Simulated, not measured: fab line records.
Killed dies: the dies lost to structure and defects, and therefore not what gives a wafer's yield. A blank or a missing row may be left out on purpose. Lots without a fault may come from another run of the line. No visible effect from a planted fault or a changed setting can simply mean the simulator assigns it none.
Matching of chambers + flow n5_finfet + N5_HKMG_FIN_ALD_71 on ald_metal-02: 4 sister chambers
The step deposits TiN, target thk 1 nm, pulse time 1 s, purge time 3 s. 20 wafers are shown with their chamber, then 10 later ones without.

WAFERS, EACH WITH ITS CHAMBER
| wafer  | chamber | heater_power_w (W) | precursor_pulse_height_rel |
|--------|---------|--------------------|----------------------------|
| L074.2 | 1       | 716                | 1.029                      |
| L074.3 | 0       | 750                | 1.009                      |
| L074.5 | 0       | 759                | 0.991                      |
| L081.2 | 1       | 726                | 1.006                      |
| L081.3 | 0       | 752                | 0.999                      |
| L081.5 | 3       | 919                | 0.999                      |
| L086.1 | 0       | 764                | 0.978                      |
| L086.2 | 2       | 886                | 1.025                      |
| L086.3 | 3       | 918                | 0.977                      |
| L086.4 | 1       | 724                | 0.998                      |
| L086.5 | 0       | 752                | 0.945                      |
| L086.6 | 3       | 917                | 1.000                      |
| L089.1 | 3       | 920                | 0.992                      |
| L089.2 | 2       | 867                | 1.014                      |
| L089.3 | 0       | 745                | 1.001                      |
| L089.4 | 1       | 721                | 1.022                      |
| L089.5 | 0       | 750                | 0.965                      |
| L089.6 | 3       | 911                | 0.986                      |
| L090.1 | 2       | 851                | 1.026                      |
| L090.2 | 3       | 915                | 0.993                      |

SIGNATURES (means of the wafers above)
| reading                    | chamber 0 | chamber 1 | chamber 2 | chamber 3 | scatter within a chamber |
|----------------------------|-----------|-----------|-----------|-----------|--------------------------|
| heater_power_w             | 753.14    | 721.75    | 868.00    | 916.67    | 7.77                     |
| precursor_pulse_height_rel | 0.98400   | 1.01375   | 1.02167   | 0.99117   | 0.0162                   |
Rule: for a wafer and a chamber, the distance is found by dividing, reading by reading, the gap between the wafer's reading and the chamber's mean by the reading's scatter, squaring, summing and taking the root. If the next closest chamber is less than 2 further off than the closest, the wafer can't be placed; otherwise it belongs to the closest. The scatter: the root of (the sum of the squares of (reading less its chamber's mean) over the shown wafers, divided by (wafers less chambers)).

WAFERS WITHOUT THEIR CHAMBER
| wafer  | heater_power_w (W) | precursor_pulse_height_rel |
|--------|--------------------|----------------------------|
| L090.5 | 724                | 0.987                      |
| L091.2 | 727                | 0.995                      |
| L091.3 | 849                | 1.037                      |
| L091.4 | 712                | 0.958                      |
| L094.1 | 937                | 1.012                      |
| L094.4 | 731                | 0.986                      |
| L094.6 | 721                | 1.015                      |
| L097.2 | 764                | 0.972                      |
| L097.5 | 926                | 0.983                      |
| L097.6 | 751                | 1.017                      |

WHICH CHAMBER EACH WENT THROUGH
| wafer  | from the rows above     | in truth                   |
|--------|-------------------------|----------------------------|
| L090.5 | 1                       | 1                          |
| L091.2 | 1                       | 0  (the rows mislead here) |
| L091.3 | 2                       | 2                          |
| L091.4 | can't be placed: 1 or 0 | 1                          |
| L094.1 | 3                       | 3                          |
| L094.4 | can't be placed: 1 or 0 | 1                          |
| L094.6 | 1                       | 1                          |
| L097.2 | 0                       | 0                          |
| L097.5 | 3                       | 3                          |
| L097.6 | can't be placed: 0 or 1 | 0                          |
6 of 10 placed correctly. Cannot be placed on the basis of these rows: 3; the candidates contain the true chamber in 3. Number placed wrongly: 1.
